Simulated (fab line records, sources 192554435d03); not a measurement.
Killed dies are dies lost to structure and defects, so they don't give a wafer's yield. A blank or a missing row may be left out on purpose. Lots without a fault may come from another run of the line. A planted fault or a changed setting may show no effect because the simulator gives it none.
Split-lot experiment | flow n5_finfet | 7 lots, 21 wafers read, on a route of 1938 steps

THE SPLIT
At N5_HKMG_FIN_EXPOSE_09 (exposes mask NWFM), the setting dose_mj was moved away from the recipe's 39.25 on 12 of the 21 wafers read, by -3.5% to +5.7%. The other wafers ran this setting at the recipe's value.

FROM THE SPLIT TO THE READING: what the file shows between them, 2 steps
- N5_HKMG_FIN_PEB_10: peb time 60 s
- N5_HKMG_FIN_DEVELOP_11: develop time 30 s

THE READING
cd_nm, in nm, at N5_HKMG_FIN_CD_MEAS_12 (target cd 92.8 nm). Fault-free wafers of this fab line usually give 92.7 nm, standard deviation 0.49 nm.

wafer  | tool, chamber at the split | dose_mj as run | against the recipe | cd_nm, nm | against lot-mates on the recipe
L074.1 | arfi_scanner-03, 0         | 37.86          | -3.5%              | 90.9      | no lot-mate on the recipe
L074.3 | arfi_scanner-03, 0         | 37.86          | -3.5%              | 90.7      | no lot-mate on the recipe
L074.5 | arfi_scanner-03, 0         | 37.86          | -3.5%              | 90.6      | no lot-mate on the recipe
L078.1 | arfi_scanner-03, 0         | 41.09          | +4.7%              | 95.9      | +3.6
L078.2 | arfi_scanner-03, 0         | 39.25          | recipe             | 92.3      | -
L078.5 | arfi_scanner-03, 0         | 41.09          | +4.7%              | 95.8      | +3.5
L080.1 | arfi_scanner-02, 0         | 41.07          | +4.6%              | 94.9      | +2.3
L080.3 | arfi_scanner-02, 0         | 41.07          | +4.6%              | 95.4      | +2.8
L080.4 | arfi_scanner-02, 0         | 39.25          | recipe             | 92.6      | -
L086.1 | arfi_scanner-03, 0         | 39.25          | recipe             | 92.6      | -
L086.3 | arfi_scanner-03, 0         | 40.44          | +3.0%              | 95.0      | +2.4
L086.4 | arfi_scanner-03, 0         | 40.44          | +3.0%              | 93.8      | +1.2
L087.1 | arfi_scanner-02, 0         | 39.25          | recipe             | 92.8      | -
L087.2 | arfi_scanner-02, 0         | 39.25          | recipe             | 93.0      | -
L087.3 | arfi_scanner-02, 0         | 39.25          | recipe             | 93.0      | -
L088.1 | arfi_scanner-03, 0         | 39.25          | recipe             | 93.7      | -
L088.2 | arfi_scanner-03, 0         | 39.25          | recipe             | 92.7      | -
L088.3 | arfi_scanner-03, 0         | 39.25          | recipe             | 93.0      | -
L096.2 | arfi_scanner-03, 0         | 41.48          | +5.7%              | 96.5      | no lot-mate on the recipe
L096.3 | arfi_scanner-03, 0         | 41.48          | +5.7%              | 95.3      | no lot-mate on the recipe
L096.6 | arfi_scanner-03, 0         | 41.48          | +5.7%              | 96.1      | no lot-mate on the recipe

THE FIT
A straight line over all 21 wafers: cd_nm changes by +0.566 nm for each +1% of dose_mj; r = +0.97; the points scatter about the line by 0.42 nm.
The same after taking each lot's own level away (the mean of its wafers on the recipe; 15 wafers): +0.647 nm for each +1%; r = +0.96; scatter 0.43 nm.
On that fit, the largest move of dose_mj shifts the reading by 3.7 nm.
The lots' own levels span 92.30 to 93.13 nm, that is 1.7 times the standard deviation above.
So the lot-to-lot level changes the slope: the two fits differ.
Check: with one of the wafers moved furthest among these (+4.7%) left out of the fit, the line predicts +2.87 nm for it against its lot-mates. It came out at +3.6 nm against them.

OTHER SPLITS ON THESE WAFERS
These wafers also went through other splits before the reading. Each is held against what the fit with the lots' levels taken away leaves over:
other split on the same wafers        | wafers away from the commonest value | r with cd_nm (lot level and that fit taken away)
N5_SD_EPI_N_PEB_07 peb_time_s         | 6                                    | -0.15
N5_SD_EPI_N_DEVELOP_08 develop_time_s | 6                                    | +0.11
N5_SDB_COAT_03 spin_rpm               | 6                                    | -0.16

THE FILE'S OWN FIT
cd_nm changes by +0.643 nm for each +1% of dose_mj, r = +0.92.
